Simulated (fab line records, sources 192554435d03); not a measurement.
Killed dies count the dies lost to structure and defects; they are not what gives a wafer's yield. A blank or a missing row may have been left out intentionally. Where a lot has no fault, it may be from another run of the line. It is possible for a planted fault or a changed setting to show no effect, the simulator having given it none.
Matching of chambers | flow n5 finfet | N5_STI_FIN_REVEAL_ALD_00 on ald sin-02: 4 sister chambers
The step deposits SiO2, target thk 1 nm, pulse time 1 s. 4 wafers are shown with their chamber, then 10 later ones without.

== WAFERS WITH THEIR CHAMBER ==
wafer  | chamber | heater power w (W)
L081.4 | 1       | 465
L085.1 | 3       | 449
L088.1 | 2       | 507
L088.2 | 0       | 548

== WAFERS WITH NO CHAMBER GIVEN ==
wafer  | heater power w (W)
L088.5 | 449
L090.2 | 452
L090.3 | 511
L090.4 | 476
L095.2 | 463
L095.3 | 455
L095.5 | 546
L097.1 | 550
L097.2 | 472
L097.3 | 525

== THE CHAMBER EACH PASSED THROUGH ==
wafer  | from the rows above     | in truth
L088.5 | 3                       | 3
L090.2 | can't be placed: 3 or 1 | 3
L090.3 | 2                       | 2
L090.4 | 1                       | 1
L095.2 | can't be placed: 1 or 3 | 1
L095.3 | can't be placed: 3 or 1 | 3
L095.5 | 0                       | 0
L097.1 | 0                       | 0
L097.2 | 1                       | 1
L097.3 | can't be placed: 2 or 0 | 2
Placed correctly: 6 of 10. Cannot be placed on the basis of these rows: 4; the candidates contain the true chamber in 4. Number placed wrongly: 0.
How it was worked out, from the rows above alone: a wafer's distance from a chamber is the root of the sum, over the readings, of the square of ((its reading less the chamber's mean) divided by the reading's scatter). The wafer belongs to the nearest chamber; if the next one is less than 2 further off, it can't be placed. A chamber's mean is the mean of its shown wafers. The scatter (one wafer shown for each chamber): square how far every hidden wafer sits from the nearest shown wafer, average those squares and take the square root.
